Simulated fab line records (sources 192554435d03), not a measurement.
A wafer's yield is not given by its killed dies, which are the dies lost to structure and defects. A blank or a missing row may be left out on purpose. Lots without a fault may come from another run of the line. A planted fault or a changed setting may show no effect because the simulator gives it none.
Lot-split experiment || flow n5 finfet || 21 wafers read across 7 lots, on a route 1938 steps long

THE SPLIT
At N5_MOL_CONTACT_COAG_VIA_ETCH_46 (etches SiO2 in C4F6/O2, target depth 46 nm, overetch 9.2 nm, time 40 s), the setting bias w was moved away from the recipe's 455 W on 7 of the 21 wafers read, by -16.4% to +15.6%. All remaining wafers had this setting at the recipe value.

The split's own step is where the reading is taken.

THE READING
rf vpp V, in V, at N5_MOL_CONTACT_COAG_VIA_ETCH_46 (etches SiO2 in C4F6/O2, target depth 46 nm, overetch 9.2 nm, time 40 s). Typical for fault-free wafers on this fab line: 1588 V, with standard deviation 50 V.

{"wafer": "L074.2", "tool, chamber at the split": "rie diel-05, 1", "bias w as run, W": 455, "against the recipe": "recipe", "rf vpp V, V": 1667, "against lot-mates on the recipe": "-"}
{"wafer": "L074.3", "tool, chamber at the split": "rie diel-05, 0", "bias w as run, W": 391.1, "against the recipe": "-14.0%", "rf vpp V, V": 1386, "against lot-mates on the recipe": -281}
{"wafer": "L074.4", "tool, chamber at the split": "rie diel-05, 2", "bias w as run, W": 391.1, "against the recipe": "-14.0%", "rf vpp V, V": 1365, "against lot-mates on the recipe": -302}
{"wafer": "L085.2", "tool, chamber at the split": "rie diel-01, 1", "bias w as run, W": 455, "against the recipe": "recipe", "rf vpp V, V": 1521, "against lot-mates on the recipe": "-"}
{"wafer": "L085.3", "tool, chamber at the split": "rie diel-01, 3", "bias w as run, W": 455, "against the recipe": "recipe", "rf vpp V, V": 1606, "against lot-mates on the recipe": "-"}
{"wafer": "L085.4", "tool, chamber at the split": "rie diel-01, 3", "bias w as run, W": 455, "against the recipe": "recipe", "rf vpp V, V": 1606, "against lot-mates on the recipe": "-"}
{"wafer": "L086.1", "tool, chamber at the split": "rie diel-01, 0", "bias w as run, W": 455, "against the recipe": "recipe", "rf vpp V, V": 1569, "against lot-mates on the recipe": "-"}
{"wafer": "L086.4", "tool, chamber at the split": "rie diel-01, 1", "bias w as run, W": 455, "against the recipe": "recipe", "rf vpp V, V": 1520, "against lot-mates on the recipe": "-"}
{"wafer": "L086.6", "tool, chamber at the split": "rie diel-01, 0", "bias w as run, W": 455, "against the recipe": "recipe", "rf vpp V, V": 1567, "against lot-mates on the recipe": "-"}
{"wafer": "L088.3", "tool, chamber at the split": "rie diel-03, 0", "bias w as run, W": 380.5, "against the recipe": "-16.4%", "rf vpp V, V": 1376, "against lot-mates on the recipe": -198}
{"wafer": "L088.4", "tool, chamber at the split": "rie diel-03, 2", "bias w as run, W": 380.5, "against the recipe": "-16.4%", "rf vpp V, V": 1425, "against lot-mates on the recipe": -149}
{"wafer": "L088.5", "tool, chamber at the split": "rie diel-03, 0", "bias w as run, W": 455, "against the recipe": "recipe", "rf vpp V, V": 1574, "against lot-mates on the recipe": "-"}
{"wafer": "L091.1", "tool, chamber at the split": "rie diel-01, 0", "bias w as run, W": 455, "against the recipe": "recipe", "rf vpp V, V": 1568, "against lot-mates on the recipe": "-"}
{"wafer": "L091.4", "tool, chamber at the split": "rie diel-01, 3", "bias w as run, W": 455, "against the recipe": "recipe", "rf vpp V, V": 1605, "against lot-mates on the recipe": "-"}
{"wafer": "L091.5", "tool, chamber at the split": "rie diel-01, 2", "bias w as run, W": 455, "against the recipe": "recipe", "rf vpp V, V": 1568, "against lot-mates on the recipe": "-"}
{"wafer": "L092.3", "tool, chamber at the split": "rie diel-05, 3", "bias w as run, W": 384.4, "against the recipe": "-15.5%", "rf vpp V, V": 1437, "against lot-mates on the recipe": -160}
{"wafer": "L092.5", "tool, chamber at the split": "rie diel-05, 2", "bias w as run, W": 455, "against the recipe": "recipe", "rf vpp V, V": 1528, "against lot-mates on the recipe": "-"}
{"wafer": "L092.6", "tool, chamber at the split": "rie diel-05, 1", "bias w as run, W": 455, "against the recipe": "recipe", "rf vpp V, V": 1666, "against lot-mates on the recipe": "-"}
{"wafer": "L095.2", "tool, chamber at the split": "rie diel-03, 0", "bias w as run, W": 525.9, "against the recipe": "+15.6%", "rf vpp V, V": 1752, "against lot-mates on the recipe": "+138"}
{"wafer": "L095.3", "tool, chamber at the split": "rie diel-03, 1", "bias w as run, W": 525.9, "against the recipe": "+15.6%", "rf vpp V, V": 1793, "against lot-mates on the recipe": "+179"}
{"wafer": "L095.5", "tool, chamber at the split": "rie diel-03, 1", "bias w as run, W": 455, "against the recipe": "recipe", "rf vpp V, V": 1614, "against lot-mates on the recipe": "-"}

FIT RESULTS
A straight line over all 21 wafers: rf vpp V changes by +12.1 V for each +1% of bias w; r = +0.93; the points scatter about the line by 43 V.
The same after taking each lot's own level away (the mean of its wafers on the recipe; 21 wafers): +12.6 V for each +1%; r = +0.91; scatter 51 V.
Per that fit: largest bias w move, reading shift of 2.1e+02 V.
Measured against the standard deviation above, the lots' own levels, which go from 1552.0 to 1667.0 V, span 2.3 times it.
Consequently the slope shifts little with the lot-to-lot level, the two slopes agreeing.
Check: -220 V against its lot-mates is what the line predicts for one of the wafers moved furthest among these (-16.4%) when that wafer is left out of the fit. It came out at -198 V against them.
Tool readings at the split's step, against how far the setting was moved: rf vpp V r = +0.93.

THESE WAFERS: OTHER SPLITS
Before the reading, these wafers also passed through other splits. Each is held against what the fit with the lots' levels taken away leaves over:
{"other split on the same wafers": "N5_MOL_CONTACT_COAG_ETCH_110 bias w", "wafers away from the commonest value": 6, "r with rf vpp V (lot level and that fit taken away)": "+0.16"}

THE FILE'S OWN FIT
rf vpp V changes by +12.5 V for each +1% of bias w, r = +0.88.
